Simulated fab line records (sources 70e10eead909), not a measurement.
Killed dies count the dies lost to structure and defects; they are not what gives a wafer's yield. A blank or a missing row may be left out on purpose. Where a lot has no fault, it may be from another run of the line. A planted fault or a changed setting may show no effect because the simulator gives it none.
A lot that was struck, set against a sound lot | flow nand harc | 17 out of 1159 route steps
Sound: these wafers, L936.2, L936.4, L936.6. Struck: wafers L940.2, L940.3 (left out: L940.1, a lot-mate that was not struck); the cause follows at the end.
Each step with rows lists, per side, the tool, then ch with its chambers, then its first start. Under that, the readings that differ: sound wafers | struck wafers | difference of the means | sigmas: that difference in standard deviations of wafers without a fault.
alike: readings with means less than 2 such deviations apart, plus words and numbers identical on both sides. not compared: withheld readings, readings lacking a value on some wafer, bounds such as >300 that could conceal the same value, and numbers that have no deviation in the record and whose values overlap.
Wherever a step has rows on one side only, a row that says differs or no value, or a row with sigmas, the two part there. When numbers do not overlap yet have no deviation, they are printed without sigmas and do not part them. A reading missing from all wafers of one side parts the sides only when that side holds two or more wafers.

NHARC_A_M1_INSPECT_11:
  sound: defect inspect-01 at day 18 03:54; struck: defect inspect-02 at day 19 16:35
  alike: raw defect count
then, 1 step without rows for these wafers: NHARC_A_M1_DESCUM_14 (chemistry O2, time 3 s).
NHARC_A_M1_ETCH_35: etches the open film in N2/H2, target depth 40 nm, overetch 12 nm, time 43.94 s.
  sound on rie diel-03 ch 0,3, day 18 04:02; struck on rie diel-03 ch 1,3, day 19 16:44
  alike: drypump motor current A, n2 flow sccm, oes product au, rf vpp V, showerhead plenum p Torr, throttle valve pct
  not compared: rf hours counter h
then, 1 step without rows for these wafers: NHARC_A_M1_ETCH_15 (etches the open film in C4F8/Ar, target depth 182.5 nm, time 91.2 s).
NHARC_A_M1_CD_MEAS_16:
  sound: cd sem-03 at day 18 04:16; struck: cd sem-02 at day 19 16:57
  alike: cd nm
then, 1 step without rows for these wafers: NHARC_A_M1_STRIP_18 (strips in N2/H2).
NHARC_A_M1_ETCH_28: etches the open film in CF4/N2, target depth 30 nm, time 72.99 s.
  sound: rie diel-01 ch 0,2,3; struck: rie diel-07 ch 0,3
  reading               | sound             | struck      | difference | sigmas
  oes product au (a.u.) | 1.002 0.999 0.997 | 1.015 1.013 | +0.015     | +2
  alike: drypump motor current A, n2 flow sccm, rf vpp V, showerhead plenum p Torr, throttle valve pct
  not compared: rf hours counter h
then, 1 step without rows for these wafers: NHARC_A_M1_STRIP_19 (strips in post etch residue remover, time 600 s).
NHARC_A_M1_DEGAS_29: time 60 s.
  sound: pvd sputter-01 at day 18 04:59; struck: pvd sputter-03 at day 19 17:40
  reading            | sound       | struck  | difference | sigmas
  heater power w (W) | 309 304 308 | 361 429 | +88        | +3
NHARC_A_M1_PRE_CLEAN_30: time 30 s.
  sound on pvd sputter-01; struck on pvd sputter-03
  alike: heater power w
NHARC_A_M1_PVD_20: deposits TaN, target thk 5 nm, time 8.06 s.
  sound on pvd sputter-01; struck on pvd sputter-03
  alike: cathode dc power W, throttle valve pct
then, 1 step without rows for these wafers: NHARC_A_M1_PVD_21 (deposits Cu, target thk 30 nm, time 20.49 s).
NHARC_A_M1_ECD_22: material Cu, target thk 400 nm.
  sound on ecd cu-02 ch 0,1, day 18 05:23; struck on ecd cu-02 ch 0, day 19 18:02
  alike: bath temp c
then, 1 step without rows for these wafers: NHARC_A_M1_ANNEAL_31 (time 90 s).
NHARC_A_M1_CMP_23: polishes, t overpolish 20 s, target thk 154.34 nm.
  sound on cmp-02 ch 0,2, day 18 06:05; struck on cmp-02 ch 0,2, day 19 18:47
  reading                | sound          | struck    | difference | sigmas
  time to endpoint s (s) | 29.2 30.6 29.7 | 15.4 13.1 | -15.6      | -8
  alike: motor current A
NHARC_A_M1_THK_MEAS_24: measures by xrf.
  sound: film metro-01 at day 18 06:24; struck: film metro-02 at day 19 19:04
  alike: thk nm
after that, 1 step had no rows for these wafers: NHARC_END_SORT_01.

## WHERE THEY PART
Last at NHARC_A_M1_CMP_23 as far as this record goes, first at NHARC_A_M1_ETCH_28. Later steps at which nothing parts them and some readings are alike: NHARC_A_M1_THK_MEAS_24.

WHY: whatever the simulator had introduced
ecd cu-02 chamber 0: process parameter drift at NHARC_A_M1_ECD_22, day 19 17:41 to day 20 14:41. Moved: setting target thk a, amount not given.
